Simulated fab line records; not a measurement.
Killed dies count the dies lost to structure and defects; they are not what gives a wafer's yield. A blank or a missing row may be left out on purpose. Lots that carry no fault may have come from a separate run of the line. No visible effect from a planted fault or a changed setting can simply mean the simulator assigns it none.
Which tool was responsible? / flow n5 finfet / 24 lots with 72 wafers sampled at 4 steps, on a route of 1938 steps

WHAT THE GAUGES SHOWED, per wafer
N5_BEOL_M15_INSPECT_12: inspects for defects (macro).
lot=L075; measured=day 12 13:20; on=defect inspect-02; raw defect count=5 6 3
lot=L077; measured=day 12 18:24; on=defect inspect-02; raw defect count=3 3 1
lot=L076; measured=day 13 03:54; on=defect inspect-02; raw defect count=0 1 1
lot=L074; measured=day 13 03:56; on=defect inspect-02; raw defect count=2 1 3
lot=L079; measured=day 14 02:28; on=defect inspect-02; raw defect count=0 2 3
lot=L078; measured=day 14 03:25; on=defect inspect-02; raw defect count=4 1 3
lot=L081; measured=day 14 14:16; on=defect inspect-02; raw defect count=1 2 0
lot=L080; measured=day 14 18:19; on=defect inspect-02; raw defect count=2 2 6
lot=L083; measured=day 15 05:29; on=defect inspect-02; raw defect count=2 1 3
lot=L085; measured=day 15 19:38; on=defect inspect-01; raw defect count=2 1 4
lot=L084; measured=day 16 00:56; on=defect inspect-01; raw defect count=3 2 3
lot=L082; measured=day 16 01:55; on=defect inspect-02; raw defect count=1 2 1
lot=L087; measured=day 16 02:07; on=defect inspect-01; raw defect count=2 1 3
lot=L086; measured=day 16 05:48; on=defect inspect-01; raw defect count=2 3 2
lot=L088; measured=day 16 21:05; on=defect inspect-02; raw defect count=1 1 3
lot=L090; measured=day 16 23:46; on=defect inspect-02; raw defect count=3 9 2
lot=L089; measured=day 17 03:45; on=defect inspect-01; raw defect count=0 1 0
lot=L091; measured=day 17 16:04; on=defect inspect-02; raw defect count=2 2 0
lot=L093; measured=day 17 18:14; on=defect inspect-02; raw defect count=1 2 0
lot=L092; measured=day 17 18:25; on=defect inspect-01; raw defect count=3 2 4
lot=L097; measured=day 17 20:57; on=defect inspect-01; raw defect count=0 2 3
lot=L094; measured=day 18 07:22; on=defect inspect-02; raw defect count=2 2 1
lot=L095; measured=day 18 19:14; on=defect inspect-01; raw defect count=2 5 2
lot=L096; measured=day 18 19:46; on=defect inspect-01; raw defect count=2 2 5

EACH LOT AND THE TOOL THAT RAN IT (in order: tool; ch and the chambers of the sampled wafers; start)
lot=L075; N5_BEOL_M14_STRIP_64=rie diel-05 ch 0,1,2, day 12 11:29 or earlier; N5_BEOL_M14_SPUTTER_43=pvd sputter-03, day 12 11:29; N5_BEOL_M14_SPUTTER_45=pvd sputter-03, day 12 11:39
lot=L077; N5_BEOL_M14_STRIP_64=rie diel-05 ch 0,1,3, day 12 16:14 or earlier; N5_BEOL_M14_SPUTTER_43=pvd sputter-03, day 12 16:14; N5_BEOL_M14_SPUTTER_45=pvd sputter-03, day 12 16:23
lot=L076; N5_BEOL_M14_STRIP_64=rie diel-05 ch 1,2,3, day 13 01:23 or earlier; N5_BEOL_M14_SPUTTER_43=pvd sputter-01, day 13 01:23; N5_BEOL_M14_SPUTTER_45=pvd sputter-01, day 13 01:32
lot=L074; N5_BEOL_M14_STRIP_64=rie diel-03 ch 0,3, day 13 01:38 or earlier; N5_BEOL_M14_SPUTTER_43=pvd sputter-02, day 13 01:38; N5_BEOL_M14_SPUTTER_45=pvd sputter-02, day 13 01:48
lot=L079; N5_BEOL_M14_STRIP_64=rie diel-02 ch 0,1,3, day 14 00:35 or earlier; N5_BEOL_M14_SPUTTER_43=pvd sputter-02, day 14 00:35; N5_BEOL_M14_SPUTTER_45=pvd sputter-02, day 14 00:45
lot=L078; N5_BEOL_M14_STRIP_64=rie diel-03 ch 0,1, day 14 01:27 or earlier; N5_BEOL_M14_SPUTTER_43=pvd sputter-01, day 14 01:27; N5_BEOL_M14_SPUTTER_45=pvd sputter-01, day 14 01:37
lot=L081; N5_BEOL_M14_STRIP_64=rie diel-05 ch 1,2, day 14 12:00 or earlier; N5_BEOL_M14_SPUTTER_43=pvd sputter-02, day 14 12:00; N5_BEOL_M14_SPUTTER_45=pvd sputter-02, day 14 12:10
lot=L080; N5_BEOL_M14_STRIP_64=rie diel-03 ch 1,3, day 14 15:21 or earlier; N5_BEOL_M14_SPUTTER_43=pvd sputter-02, day 14 15:21; N5_BEOL_M14_SPUTTER_45=pvd sputter-02, day 14 15:31
lot=L083; N5_BEOL_M14_STRIP_64=rie diel-03 ch 1,2, day 15 03:31 or earlier; N5_BEOL_M14_SPUTTER_43=pvd sputter-01, day 15 03:31; N5_BEOL_M14_SPUTTER_45=pvd sputter-01, day 15 03:40
lot=L085; N5_BEOL_M14_STRIP_64=rie diel-02 ch 0,3, day 15 17:45 or earlier; N5_BEOL_M14_SPUTTER_43=pvd sputter-01, day 15 17:45; N5_BEOL_M14_SPUTTER_45=pvd sputter-01, day 15 17:55
lot=L084; N5_BEOL_M14_STRIP_64=rie diel-03 ch 1,3, day 15 22:57 or earlier; N5_BEOL_M14_SPUTTER_43=pvd sputter-03, day 15 22:57; N5_BEOL_M14_SPUTTER_45=pvd sputter-03, day 15 23:07
lot=L082; N5_BEOL_M14_STRIP_64=rie diel-05 ch 1,2,3, day 16 00:03 or earlier; N5_BEOL_M14_SPUTTER_43=pvd sputter-01, day 16 00:03; N5_BEOL_M14_SPUTTER_45=pvd sputter-01, day 16 00:13
lot=L087; N5_BEOL_M14_STRIP_64=rie diel-05 ch 1,2,3, day 16 00:04 or earlier; N5_BEOL_M14_SPUTTER_43=pvd sputter-03, day 16 00:04; N5_BEOL_M14_SPUTTER_45=pvd sputter-03, day 16 00:14
lot=L086; N5_BEOL_M14_STRIP_64=rie diel-05 ch 1,2,3, day 16 03:35 or earlier; N5_BEOL_M14_SPUTTER_43=pvd sputter-03, day 16 03:35; N5_BEOL_M14_SPUTTER_45=pvd sputter-03, day 16 03:45
lot=L088; N5_BEOL_M14_STRIP_64=rie diel-03 ch 1,2,3, day 16 19:04 or earlier; N5_BEOL_M14_SPUTTER_43=pvd sputter-01, day 16 19:04; N5_BEOL_M14_SPUTTER_45=pvd sputter-01, day 16 19:14
lot=L090; N5_BEOL_M14_STRIP_64=rie diel-03 ch 1,2, day 16 21:47 or earlier; N5_BEOL_M14_SPUTTER_43=pvd sputter-02, day 16 21:47; N5_BEOL_M14_SPUTTER_45=pvd sputter-02, day 16 21:56
lot=L089; N5_BEOL_M14_STRIP_64=rie diel-05 ch 0,1,3, day 17 01:43 or earlier; N5_BEOL_M14_SPUTTER_43=pvd sputter-02, day 17 01:43; N5_BEOL_M14_SPUTTER_45=pvd sputter-02, day 17 01:53
lot=L091; N5_BEOL_M14_STRIP_64=rie diel-03 ch 1,2,3, day 17 13:50 or earlier; N5_BEOL_M14_SPUTTER_43=pvd sputter-01, day 17 13:50; N5_BEOL_M14_SPUTTER_45=pvd sputter-01, day 17 13:59
lot=L093; N5_BEOL_M14_STRIP_64=rie diel-03 ch 1,2,3, day 17 16:22 or earlier; N5_BEOL_M14_SPUTTER_43=pvd sputter-03, day 17 16:22; N5_BEOL_M14_SPUTTER_45=pvd sputter-03, day 17 16:32
lot=L092; N5_BEOL_M14_STRIP_64=rie diel-03 ch 1,2,3, day 17 16:23 or earlier; N5_BEOL_M14_SPUTTER_43=pvd sputter-01, day 17 16:23; N5_BEOL_M14_SPUTTER_45=pvd sputter-01, day 17 16:33
lot=L097; N5_BEOL_M14_STRIP_64=rie diel-03 ch 2,3, day 17 18:58 or earlier; N5_BEOL_M14_SPUTTER_43=pvd sputter-03, day 17 18:58; N5_BEOL_M14_SPUTTER_45=pvd sputter-03, day 17 19:08
lot=L094; N5_BEOL_M14_STRIP_64=rie diel-02 ch 1,2, day 18 05:23 or earlier; N5_BEOL_M14_SPUTTER_43=pvd sputter-02, day 18 05:23; N5_BEOL_M14_SPUTTER_45=pvd sputter-02, day 18 05:33
lot=L095; N5_BEOL_M14_STRIP_64=rie diel-03 ch 1,2,3, day 18 16:57 or earlier; N5_BEOL_M14_SPUTTER_43=pvd sputter-03, day 18 16:57; N5_BEOL_M14_SPUTTER_45=pvd sputter-03, day 18 17:07
lot=L096; N5_BEOL_M14_STRIP_64=rie diel-02 ch 0,1,3, day 18 17:46 or earlier; N5_BEOL_M14_SPUTTER_43=pvd sputter-03, day 18 17:46; N5_BEOL_M14_SPUTTER_45=pvd sputter-03, day 18 17:56
- N5_BEOL_M14_STRIP_64: strips in O2.
- N5_BEOL_M14_SPUTTER_43: material TaN, target thk 15 nm, time 24.19 s.
- N5_BEOL_M14_SPUTTER_45: material Cu, target thk 100 nm, time 16.67 s.

WHAT THE TOOLS THEMSELVES READ (means of the sampled wafers that have a number; where no wafer has one, the mark that the record gives instead)
N5_BEOL_M14_STRIP_64.
lot=L075; tool=rie diel-05; drypump motor current A (A)=6.1; oes product au (a.u.)=0.78; rf vpp V (V)=3.9; showerhead plenum p Torr (Torr)=2.07; throttle valve pct (%)=16.72
lot=L077; tool=rie diel-05; drypump motor current A (A)=5.7; oes product au (a.u.)=0.73; rf vpp V (V)=3.4; showerhead plenum p Torr (Torr)=2.11; throttle valve pct (%)=16.78
lot=L076; tool=rie diel-05; drypump motor current A (A)=6.0; oes product au (a.u.)=0.77; rf vpp V (V)=3.6; showerhead plenum p Torr (Torr)=2.08; throttle valve pct (%)=16.84
lot=L074; tool=rie diel-03; drypump motor current A (A)=5.6; oes product au (a.u.)=0.75; rf vpp V (V)=3.8; showerhead plenum p Torr (Torr)=2.10; throttle valve pct (%)=16.92
lot=L079; tool=rie diel-02; drypump motor current A (A)=5.8; oes product au (a.u.)=0.76; rf vpp V (V)=3.6; showerhead plenum p Torr (Torr)=2.12; throttle valve pct (%)=16.77
lot=L078; tool=rie diel-03; drypump motor current A (A)=5.4; oes product au (a.u.)=0.84; rf vpp V (V)=3.7; showerhead plenum p Torr (Torr)=2.13; throttle valve pct (%)=16.76
lot=L081; tool=rie diel-05; drypump motor current A (A)=6.1; oes product au (a.u.)=0.80; rf vpp V (V)=3.3; showerhead plenum p Torr (Torr)=2.02; throttle valve pct (%)=16.70
lot=L080; tool=rie diel-03; drypump motor current A (A)=5.6; oes product au (a.u.)=0.89; rf vpp V (V)=3.4; showerhead plenum p Torr (Torr)=2.14; throttle valve pct (%)=16.69
lot=L083; tool=rie diel-03; drypump motor current A (A)=5.3; oes product au (a.u.)=0.84; rf vpp V (V)=3.9; showerhead plenum p Torr (Torr)=2.11; throttle valve pct (%)=16.47
lot=L085; tool=rie diel-02; drypump motor current A (A)=6.0; oes product au (a.u.)=0.86; rf vpp V (V)=3.1; showerhead plenum p Torr (Torr)=2.23; throttle valve pct (%)=16.71
lot=L084; tool=rie diel-03; drypump motor current A (A)=5.6; oes product au (a.u.)=0.87; rf vpp V (V)=3.7; showerhead plenum p Torr (Torr)=2.13; throttle valve pct (%)=16.70
lot=L082; tool=rie diel-05; drypump motor current A (A)=6.0; oes product au (a.u.)=0.85; rf vpp V (V)=3.6; showerhead plenum p Torr (Torr)=2.07; throttle valve pct (%)=16.72
lot=L087; tool=rie diel-05; drypump motor current A (A)=6.0; oes product au (a.u.)=0.86; rf vpp V (V)=3.4; showerhead plenum p Torr (Torr)=2.07; throttle valve pct (%)=16.71
lot=L086; tool=rie diel-05; drypump motor current A (A)=6.0; oes product au (a.u.)=0.85; rf vpp V (V)=3.4; showerhead plenum p Torr (Torr)=2.07; throttle valve pct (%)=16.71
lot=L088; tool=rie diel-03; drypump motor current A (A)=5.5; oes product au (a.u.)=0.83; rf vpp V (V)=3.8; showerhead plenum p Torr (Torr)=2.12; throttle valve pct (%)=16.64
lot=L090; tool=rie diel-03; drypump motor current A (A)=5.3; oes product au (a.u.)=0.82; rf vpp V (V)=3.7; showerhead plenum p Torr (Torr)=2.11; throttle valve pct (%)=16.50
lot=L089; tool=rie diel-05; drypump motor current A (A)=5.6; oes product au (a.u.)=0.89; rf vpp V (V)=3.9; showerhead plenum p Torr (Torr)=2.10; throttle valve pct (%)=16.52
lot=L091; tool=rie diel-03; drypump motor current A (A)=5.5; oes product au (a.u.)=0.83; rf vpp V (V)=3.9; showerhead plenum p Torr (Torr)=2.12; throttle valve pct (%)=16.63
lot=L093; tool=rie diel-03; drypump motor current A (A)=5.5; oes product au (a.u.)=0.83; rf vpp V (V)=3.6; showerhead plenum p Torr (Torr)=2.12; throttle valve pct (%)=16.64
lot=L092; tool=rie diel-03; drypump motor current A (A)=5.5; oes product au (a.u.)=0.82; rf vpp V (V)=3.8; showerhead plenum p Torr (Torr)=2.12; throttle valve pct (%)=16.65
lot=L097; tool=rie diel-03; drypump motor current A (A)=5.7; oes product au (a.u.)=0.81; rf vpp V (V)=3.7; showerhead plenum p Torr (Torr)=2.11; throttle valve pct (%)=16.69
lot=L094; tool=rie diel-02; drypump motor current A (A)=5.4; oes product au (a.u.)=0.75; rf vpp V (V)=3.6; showerhead plenum p Torr (Torr)=2.14; throttle valve pct (%)=16.65
lot=L095; tool=rie diel-03; drypump motor current A (A)=5.5; oes product au (a.u.)=0.82; rf vpp V (V)=3.4; showerhead plenum p Torr (Torr)=2.11; throttle valve pct (%)=16.66
lot=L096; tool=rie diel-02; drypump motor current A (A)=5.8; oes product au (a.u.)=0.81; rf vpp V (V)=3.8; showerhead plenum p Torr (Torr)=2.19; throttle valve pct (%)=16.68

N5_BEOL_M14_SPUTTER_43.
lot=L075; tool=pvd sputter-03; substrate temp c (C)=49.99; throttle valve pct (%)=29.7
lot=L077; tool=pvd sputter-03; substrate temp c (C)=49.98; throttle valve pct (%)=30.0
lot=L076; tool=pvd sputter-01; substrate temp c (C)=49.99; throttle valve pct (%)=30.1
lot=L074; tool=pvd sputter-02; substrate temp c (C)=49.87; throttle valve pct (%)=29.8
lot=L079; tool=pvd sputter-02; substrate temp c (C)=50.12; throttle valve pct (%)=30.0
lot=L078; tool=pvd sputter-01; substrate temp c (C)=50.06; throttle valve pct (%)=30.4
lot=L081; tool=pvd sputter-02; substrate temp c (C)=49.98; throttle valve pct (%)=30.1
lot=L080; tool=pvd sputter-02; substrate temp c (C)=50.05; throttle valve pct (%)=29.9
lot=L083; tool=pvd sputter-01; substrate temp c (C)=49.95; throttle valve pct (%)=30.4
lot=L085; tool=pvd sputter-01; substrate temp c (C)=50.02; throttle valve pct (%)=30.3
lot=L084; tool=pvd sputter-03; substrate temp c (C)=50.11; throttle valve pct (%)=29.7
lot=L082; tool=pvd sputter-01; substrate temp c (C)=50.04; throttle valve pct (%)=30.3
lot=L087; tool=pvd sputter-03; substrate temp c (C)=49.96; throttle valve pct (%)=30.3
lot=L086; tool=pvd sputter-03; substrate temp c (C)=50.01; throttle valve pct (%)=29.5
lot=L088; tool=pvd sputter-01; substrate temp c (C)=50.11; throttle valve pct (%)=30.1
lot=L090; tool=pvd sputter-02; substrate temp c (C)=49.97; throttle valve pct (%)=30.2
lot=L089; tool=pvd sputter-02; substrate temp c (C)=49.97; throttle valve pct (%)=30.3
lot=L091; tool=pvd sputter-01; substrate temp c (C)=50.13; throttle valve pct (%)=30.2
lot=L093; tool=pvd sputter-03; substrate temp c (C)=50.03; throttle valve pct (%)=30.0
lot=L092; tool=pvd sputter-01; substrate temp c (C)=50.08; throttle valve pct (%)=30.2
lot=L097; tool=pvd sputter-03; substrate temp c (C)=49.96; throttle valve pct (%)=29.6
lot=L094; tool=pvd sputter-02; substrate temp c (C)=49.95; throttle valve pct (%)=30.1
lot=L095; tool=pvd sputter-03; substrate temp c (C)=50.08; throttle valve pct (%)=30.0
lot=L096; tool=pvd sputter-03; substrate temp c (C)=49.91; throttle valve pct (%)=29.5

N5_BEOL_M14_SPUTTER_45.
lot=L075; tool=pvd sputter-03; substrate temp c (C)=-19.95; throttle valve pct (%)=29.6
lot=L077; tool=pvd sputter-03; substrate temp c (C)=-19.99; throttle valve pct (%)=29.9
lot=L076; tool=pvd sputter-01; substrate temp c (C)=-20.04; throttle valve pct (%)=30.0
lot=L074; tool=pvd sputter-02; substrate temp c (C)=-19.97; throttle valve pct (%)=29.9
lot=L079; tool=pvd sputter-02; substrate temp c (C)=-19.99; throttle valve pct (%)=30.1
lot=L078; tool=pvd sputter-01; substrate temp c (C)=-19.91; throttle valve pct (%)=30.4
lot=L081; tool=pvd sputter-02; substrate temp c (C)=-20.03; throttle valve pct (%)=30.3
lot=L080; tool=pvd sputter-02; substrate temp c (C)=-20.03; throttle valve pct (%)=30.0
lot=L083; tool=pvd sputter-01; substrate temp c (C)=-19.98; throttle valve pct (%)=30.2
lot=L085; tool=pvd sputter-01; substrate temp c (C)=-20.13; throttle valve pct (%)=30.2
lot=L084; tool=pvd sputter-03; substrate temp c (C)=-20.06; throttle valve pct (%)=29.7
lot=L082; tool=pvd sputter-01; substrate temp c (C)=-19.99; throttle valve pct (%)=30.3
lot=L087; tool=pvd sputter-03; substrate temp c (C)=-20.02; throttle valve pct (%)=30.3
lot=L086; tool=pvd sputter-03; substrate temp c (C)=-20.00; throttle valve pct (%)=29.7
lot=L088; tool=pvd sputter-01; substrate temp c (C)=-20.11; throttle valve pct (%)=30.2
lot=L090; tool=pvd sputter-02; substrate temp c (C)=-20.03; throttle valve pct (%)=30.0
lot=L089; tool=pvd sputter-02; substrate temp c (C)=-19.98; throttle valve pct (%)=30.3
lot=L091; tool=pvd sputter-01; substrate temp c (C)=-20.06; throttle valve pct (%)=30.2
lot=L093; tool=pvd sputter-03; substrate temp c (C)=-19.97; throttle valve pct (%)=30.0
lot=L092; tool=pvd sputter-01; substrate temp c (C)=-20.00; throttle valve pct (%)=30.4
lot=L097; tool=pvd sputter-03; substrate temp c (C)=-20.03; throttle valve pct (%)=29.5
lot=L094; tool=pvd sputter-02; substrate temp c (C)=-19.99; throttle valve pct (%)=30.1
lot=L095; tool=pvd sputter-03; substrate temp c (C)=-20.04; throttle valve pct (%)=29.9
lot=L096; tool=pvd sputter-03; substrate temp c (C)=-20.03; throttle valve pct (%)=29.6

THE ANSWER, worked out from the rows above alone
Rule: usual is defined by the lots themselves. Put in order of their means at a reading, lots are off if they are a third of the lots or fewer, leave a main group of 4 or more, and stand apart from it by a gap of 3 or more times the standard deviation of the main group's means; of several such gaps the widest counts. A main group whose means are all the same, to the digits that the tables above print for the reading, isn't used. Also off: a lot with no number at a reading for which 4 or more lots have one. All remaining lots with rows at the step are treated as sound. After the gauges, taken in route order, come the tools' own readings; for these a lot's mean is taken, as printed above. The first step at which some lot is off is used, and at that step the reading that is off furthest; a lot without a number counts as furthest.
No lot is off at any reading shown: from this, nothing can be told.

WHAT HAD BEEN PUT IN BY THE SIMULATOR
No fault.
